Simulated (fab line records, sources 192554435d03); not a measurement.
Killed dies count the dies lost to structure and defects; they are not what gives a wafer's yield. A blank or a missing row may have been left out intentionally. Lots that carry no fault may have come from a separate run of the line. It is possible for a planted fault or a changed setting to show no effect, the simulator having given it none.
Chamber matching -- flow n5_finfet -- 4 sister chambers for N5_SDB_DESCUM_16 on rie_diel-06
The step chemistry O2, time 7.9 s. 4 wafers are shown with their chamber, then 9 later ones without.

== WAFERS WITH THEIR CHAMBER ==
wafer,chamber,drypump_motor_current_A (A)
L077.4,1,6.5
L083.4,2,5.6
L088.5,0,5.9
L088.6,3,6.6

== WAFERS WITHOUT THEIR CHAMBER ==
wafer,drypump_motor_current_A (A)
L089.1,5.6
L089.4,6.4
L089.6,5.9
L090.2,5.6
L090.3,6.6
L090.6,5.6
L093.1,6.6
L093.5,6.6
L093.6,5.6

== WHICH CHAMBER EACH WENT THROUGH ==
wafer,from the rows above,in truth
L089.1,2,2
L089.4,1,1
L089.6,0,0
L090.2,2,2
L090.3,3,3
L090.6,2,2
L093.1,3,3
L093.5,3,3
L093.6,2,2
Placed correctly: 9 of 9. Number that these rows cannot place: 0. Number placed wrongly: 0.
How it was worked out, from the rows above alone: a wafer's distance from a chamber is the root of the sum, over the readings, of the square of ((its reading less the chamber's mean) divided by the reading's scatter). If the next closest chamber is less than 2 further off than the closest, the wafer can't be placed; otherwise it belongs to the closest. For every chamber, the mean is computed from those of its wafers that are shown. The scatter: root of mean squared gap, hidden wafer to nearest shown wafer, with one shown wafer a chamber.
